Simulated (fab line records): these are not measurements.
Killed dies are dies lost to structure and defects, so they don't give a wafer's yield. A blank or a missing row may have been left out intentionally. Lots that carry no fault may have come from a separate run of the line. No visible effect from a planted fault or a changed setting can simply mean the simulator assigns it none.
Chamber matching | flow n5 finfet | pecvd-03 running N5_BEOL_M3_ILD_DEP_00: 3 sister chambers
The step deposits SiOC from DEMS/O2, target thk 79 nm, time 15.3 s. 3 wafers are shown with their chamber, then 8 later ones without.

== WAFERS WITH THEIR CHAMBER ==
wafer  | chamber | throttle valve pct (%)
L082.6 | 2       | 11.0
L085.4 | 0       | 12.3
L088.1 | 1       | 12.3

== WAFERS WITHOUT THEIR CHAMBER ==
wafer  | throttle valve pct (%)
L088.3 | 12.6
L088.4 | 12.1
L094.2 | 12.1
L094.3 | 11.4
L094.6 | 12.1
L096.3 | 11.3
L096.4 | 11.7
L096.6 | 12.1

== WHICH CHAMBER EACH WENT THROUGH ==
wafer  | from the rows above          | in truth
L088.3 | can't be placed: 0 or 1      | 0
L088.4 | can't be placed: 0 or 1      | 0
L094.2 | can't be placed: 0 or 1      | 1
L094.3 | can't be placed: 2 or 0 or 1 | 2
L094.6 | can't be placed: 0 or 1      | 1
L096.3 | 2                            | 2
L096.4 | can't be placed: 0 or 1 or 2 | 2
L096.6 | can't be placed: 0 or 1      | 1
Correct placement for 1 of the 8. From these rows, 7 cannot be placed; in 7 the true chamber is one of the candidates. Number placed wrongly: 0.
How it was worked out, from the rows above alone: a wafer's distance from a chamber is the root of the sum, over the readings, of the square of ((its reading less the chamber's mean) divided by the reading's scatter). The wafer belongs to the nearest chamber; if the next one is less than 2 further off, it can't be placed. Each chamber's mean is taken over the wafers shown for it. The scatter (one wafer shown for each chamber): square how far every hidden wafer sits from the nearest shown wafer, average those squares and take the square root.
